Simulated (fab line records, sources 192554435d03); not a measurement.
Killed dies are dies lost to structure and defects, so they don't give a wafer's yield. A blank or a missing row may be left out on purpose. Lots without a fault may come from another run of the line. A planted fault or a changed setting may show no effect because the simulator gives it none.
Chamber matching | flow n5_finfet | N5_BEOL_M6_CVD_78 on cvd_co-01: 3 sister chambers
The step deposits Co from CCTBA/H2, target thk 2 nm, time 142.3 s. 14 wafers are shown with their chamber, then 7 later ones without.

WAFERS WITH THEIR CHAMBER
wafer  | chamber | run_length_s (s)
L766.2 | 2       | 164.7
L766.3 | 0       | 165.5
L766.5 | 2       | 164.8
L768.1 | 1       | 165.7
L768.2 | 0       | 166.0
L768.5 | 2       | 165.1
L781.2 | 0       | 165.1
L781.3 | 2       | 164.6
L781.4 | 1       | 165.9
L783.2 | 1       | 166.6
L783.5 | 1       | 165.9
L783.6 | 0       | 165.4
L785.2 | 1       | 166.5
L785.4 | 0       | 165.6

SIGNATURES (means of the wafers above)
reading      | chamber 0 | chamber 1 | chamber 2 | scatter within a chamber
run_length_s | 165.520   | 166.120   | 164.800   | 0.332
Rule: a wafer's distance from a chamber is the root of the sum, over the readings, of the square of ((its reading less the chamber's mean) divided by the reading's scatter). The wafer belongs to the nearest chamber; if the next one is less than 2 further off, it can't be placed. The scatter: the root of (the sum of the squares of (reading less its chamber's mean) over the shown wafers, divided by (wafers less chambers)).

WAFERS WITHOUT THEIR CHAMBER
wafer  | run_length_s (s)
L785.6 | 166.0
L788.1 | 166.0
L788.3 | 164.9
L788.4 | 166.3
L789.2 | 166.3
L789.3 | 164.5
L789.5 | 165.3

WHICH CHAMBER EACH WENT THROUGH
wafer  | from the rows above          | in truth
L785.6 | can't be placed: 1 or 0      | 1
L788.1 | can't be placed: 1 or 0      | 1
L788.3 | can't be placed: 2 or 0      | 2
L788.4 | can't be placed: 1 or 0      | 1
L789.2 | can't be placed: 1 or 0      | 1
L789.3 | 2                            | 2
L789.5 | can't be placed: 0 or 2 or 1 | 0
Placed correctly: 1 of 7. Can't be placed from these rows: 6 (the true chamber is among the candidates in 6). Placed wrongly: 0.
